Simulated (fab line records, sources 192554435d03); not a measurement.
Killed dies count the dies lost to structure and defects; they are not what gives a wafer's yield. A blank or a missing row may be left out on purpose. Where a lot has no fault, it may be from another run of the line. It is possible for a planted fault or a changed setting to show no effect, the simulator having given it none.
Chamber matching / flow n5_finfet / cmp-04 running N5_GATE_CUT_CMP_02: 4 sister chambers
The step polishes, stops on SiO2, t overpolish 12.7 s, target thk 0 nm. 27 wafers are shown with their chamber, then 12 later ones without.

WAFERS PAIRED WITH THEIR CHAMBERS
wafer=L074.2; chamber=2; motor_current_A (A)=9.0; time_to_endpoint_s (s)=28.8; overpolish_run_s (s)=12.701
wafer=L074.3; chamber=3; motor_current_A (A)=8.7; time_to_endpoint_s (s)=23.5; overpolish_run_s (s)=12.703
wafer=L074.4; chamber=1; motor_current_A (A)=8.2; time_to_endpoint_s (s)=29.0; overpolish_run_s (s)=12.690
wafer=L075.3; chamber=3; motor_current_A (A)=8.9; time_to_endpoint_s (s)=25.2; overpolish_run_s (s)=12.697
wafer=L075.4; chamber=0; motor_current_A (A)=10.9; time_to_endpoint_s (s)=23.9; overpolish_run_s (s)=12.709
wafer=L075.5; chamber=2; motor_current_A (A)=8.8; time_to_endpoint_s (s)=27.2; overpolish_run_s (s)=12.695
wafer=L078.3; chamber=3; motor_current_A (A)=8.6; time_to_endpoint_s (s)=21.8; overpolish_run_s (s)=12.709
wafer=L078.5; chamber=2; motor_current_A (A)=9.2; time_to_endpoint_s (s)=25.3; overpolish_run_s (s)=12.696
wafer=L078.6; chamber=1; motor_current_A (A)=8.4; time_to_endpoint_s (s)=25.3; overpolish_run_s (s)=12.686
wafer=L079.1; chamber=2; motor_current_A (A)=9.0; time_to_endpoint_s (s)=25.2; overpolish_run_s (s)=12.698
wafer=L079.2; chamber=0; motor_current_A (A)=10.2; time_to_endpoint_s (s)=23.1; overpolish_run_s (s)=12.707
wafer=L079.6; chamber=1; motor_current_A (A)=8.7; time_to_endpoint_s (s)=24.9; overpolish_run_s (s)=12.703
wafer=L081.2; chamber=2; motor_current_A (A)=8.7; time_to_endpoint_s (s)=28.0; overpolish_run_s (s)=12.711
wafer=L081.4; chamber=1; motor_current_A (A)=8.7; time_to_endpoint_s (s)=26.2; overpolish_run_s (s)=12.699
wafer=L081.5; chamber=3; motor_current_A (A)=8.9; time_to_endpoint_s (s)=26.1; overpolish_run_s (s)=12.701
wafer=L082.4; chamber=3; motor_current_A (A)=8.7; time_to_endpoint_s (s)=21.4; overpolish_run_s (s)=12.708
wafer=L082.5; chamber=3; motor_current_A (A)=8.4; time_to_endpoint_s (s)=21.2; overpolish_run_s (s)=12.675
wafer=L082.6; chamber=2; motor_current_A (A)=8.8; time_to_endpoint_s (s)=25.3; overpolish_run_s (s)=12.693
wafer=L083.1; chamber=3; motor_current_A (A)=8.9; time_to_endpoint_s (s)=23.9; overpolish_run_s (s)=12.718
wafer=L083.2; chamber=2; motor_current_A (A)=8.9; time_to_endpoint_s (s)=23.6; overpolish_run_s (s)=12.707
wafer=L083.6; chamber=3; motor_current_A (A)=8.7; time_to_endpoint_s (s)=22.8; overpolish_run_s (s)=12.707
wafer=L084.3; chamber=0; motor_current_A (A)=10.3; time_to_endpoint_s (s)=22.9; overpolish_run_s (s)=12.699
wafer=L084.5; chamber=0; motor_current_A (A)=10.1; time_to_endpoint_s (s)=23.5; overpolish_run_s (s)=12.698
wafer=L084.6; chamber=1; motor_current_A (A)=8.6; time_to_endpoint_s (s)=27.7; overpolish_run_s (s)=12.691
wafer=L088.1; chamber=3; motor_current_A (A)=9.0; time_to_endpoint_s (s)=21.1; overpolish_run_s (s)=12.696
wafer=L088.4; chamber=0; motor_current_A (A)=10.3; time_to_endpoint_s (s)=23.3; overpolish_run_s (s)=12.708
wafer=L088.5; chamber=3; motor_current_A (A)=8.8; time_to_endpoint_s (s)=22.6; overpolish_run_s (s)=12.691

SIGNATURES, as means of the wafers listed above
reading=motor_current_A; chamber 0=10.360; chamber 1=8.520; chamber 2=8.914; chamber 3=8.760; scatter within a chamber=0.212
reading=time_to_endpoint_s; chamber 0=23.340; chamber 1=26.620; chamber 2=26.200; chamber 3=22.960; scatter within a chamber=1.6
reading=overpolish_run_s; chamber 0=12.70420; chamber 1=12.69380; chamber 2=12.70014; chamber 3=12.70050; scatter within a chamber=0.00891
Rule: distance of a wafer from a chamber = root of the sum over the readings of ((wafer's reading minus chamber's mean) / reading's scatter) squared. The wafer belongs to the nearest chamber; if the next one is less than 2 further off, it can't be placed. The scatter: the root of (the sum of the squares of (reading less its chamber's mean) over the shown wafers, divided by (wafers less chambers)).

WAFERS WITH NO CHAMBER GIVEN
wafer=L089.3; motor_current_A (A)=8.5; time_to_endpoint_s (s)=23.1; overpolish_run_s (s)=12.691
wafer=L089.5; motor_current_A (A)=8.5; time_to_endpoint_s (s)=22.1; overpolish_run_s (s)=12.691
wafer=L089.6; motor_current_A (A)=9.1; time_to_endpoint_s (s)=26.7; overpolish_run_s (s)=12.704
wafer=L091.2; motor_current_A (A)=10.3; time_to_endpoint_s (s)=25.7; overpolish_run_s (s)=12.703
wafer=L091.3; motor_current_A (A)=8.9; time_to_endpoint_s (s)=27.5; overpolish_run_s (s)=12.719
wafer=L091.6; motor_current_A (A)=10.5; time_to_endpoint_s (s)=25.0; overpolish_run_s (s)=12.705
wafer=L092.2; motor_current_A (A)=8.3; time_to_endpoint_s (s)=25.5; overpolish_run_s (s)=12.692
wafer=L092.3; motor_current_A (A)=8.6; time_to_endpoint_s (s)=22.7; overpolish_run_s (s)=12.687
wafer=L092.4; motor_current_A (A)=9.1; time_to_endpoint_s (s)=26.3; overpolish_run_s (s)=12.702
wafer=L097.1; motor_current_A (A)=9.1; time_to_endpoint_s (s)=26.4; overpolish_run_s (s)=12.703
wafer=L097.4; motor_current_A (A)=7.6; time_to_endpoint_s (s)=25.1; overpolish_run_s (s)=12.711
wafer=L097.5; motor_current_A (A)=9.0; time_to_endpoint_s (s)=28.7; overpolish_run_s (s)=12.696

THE CHAMBER EACH PASSED THROUGH
wafer=L089.3; from the rows above=can't be placed: 3 or 1 or 2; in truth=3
wafer=L089.5; from the rows above=can't be placed: 3 or 1 or 2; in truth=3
wafer=L089.6; from the rows above=can't be placed: 2 or 3 or 1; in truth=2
wafer=L091.2; from the rows above=0; in truth=0
wafer=L091.3; from the rows above=can't be placed: 2 or 1 or 3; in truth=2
wafer=L091.6; from the rows above=0; in truth=0
wafer=L092.2; from the rows above=can't be placed: 1 or 3 or 2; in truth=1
wafer=L092.3; from the rows above=can't be placed: 3 or 1 or 2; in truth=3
wafer=L092.4; from the rows above=can't be placed: 2 or 3 or 1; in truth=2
wafer=L097.1; from the rows above=can't be placed: 2 or 3 or 1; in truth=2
wafer=L097.4; from the rows above=can't be placed: 1 or 3 or 2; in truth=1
wafer=L097.5; from the rows above=can't be placed: 2 or 1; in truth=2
Correctly placed: 2 of 12. From these rows, 10 cannot be placed; in 10 the true chamber is one of the candidates. Placed wrongly: 0.
